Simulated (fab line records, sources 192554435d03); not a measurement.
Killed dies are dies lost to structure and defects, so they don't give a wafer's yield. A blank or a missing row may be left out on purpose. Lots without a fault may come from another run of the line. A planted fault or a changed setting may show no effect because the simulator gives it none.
Chamber matching | flow n5_finfet | N5_BEOL_M5_ETCH_67 on rie_diel-03: 4 sister chambers
The step etches SiARC in CF4, target depth 15.6 nm, time 26 s. 8 wafers are shown with their chamber, then 8 later ones without.

WAFERS WITH THEIR CHAMBER
wafer  | chamber | throttle_valve_pct (%) | showerhead_plenum_p_Torr (Torr)
L078.3 | 1       | 16.00                  | 2.06
L083.2 | 0       | 14.98                  | 2.08
L083.5 | 2       | 15.38                  | 2.18
L083.6 | 1       | 16.01                  | 2.06
L085.1 | 2       | 15.40                  | 2.18
L085.4 | 0       | 15.00                  | 2.07
L085.5 | 3       | 15.91                  | 2.20
L088.2 | 3       | 15.92                  | 2.20

WAFERS WITHOUT THEIR CHAMBER
wafer  | throttle_valve_pct (%) | showerhead_plenum_p_Torr (Torr)
L088.5 | 15.38                  | 2.18
L088.6 | 16.06                  | 2.06
L092.2 | 15.41                  | 2.17
L092.4 | 15.91                  | 2.20
L092.6 | 15.42                  | 2.17
L095.1 | 15.42                  | 2.17
L095.2 | 15.44                  | 2.20
L095.5 | 15.43                  | 2.20

WHICH CHAMBER EACH WENT THROUGH
wafer  | from the rows above | in truth
L088.5 | 2                   | 2
L088.6 | 1                   | 1
L092.2 | 2                   | 2
L092.4 | 3                   | 3
L092.6 | 2                   | 2
L095.1 | 2                   | 2
L095.2 | 2                   | 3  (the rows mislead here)
L095.5 | 2                   | 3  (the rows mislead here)
Placed correctly: 6 of 8. Can't be placed from these rows: 0. Placed wrongly: 2.
How it was worked out, from the rows above alone: a wafer's distance from a chamber is the root of the sum, over the readings, of the square of ((its reading less the chamber's mean) divided by the reading's scatter). The wafer belongs to the nearest chamber; if the next one is less than 2 further off, it can't be placed. A chamber's mean is the mean of its shown wafers. The scatter: the root of (the sum of the squares of (reading less its chamber's mean) over the shown wafers, divided by (wafers less chambers)).
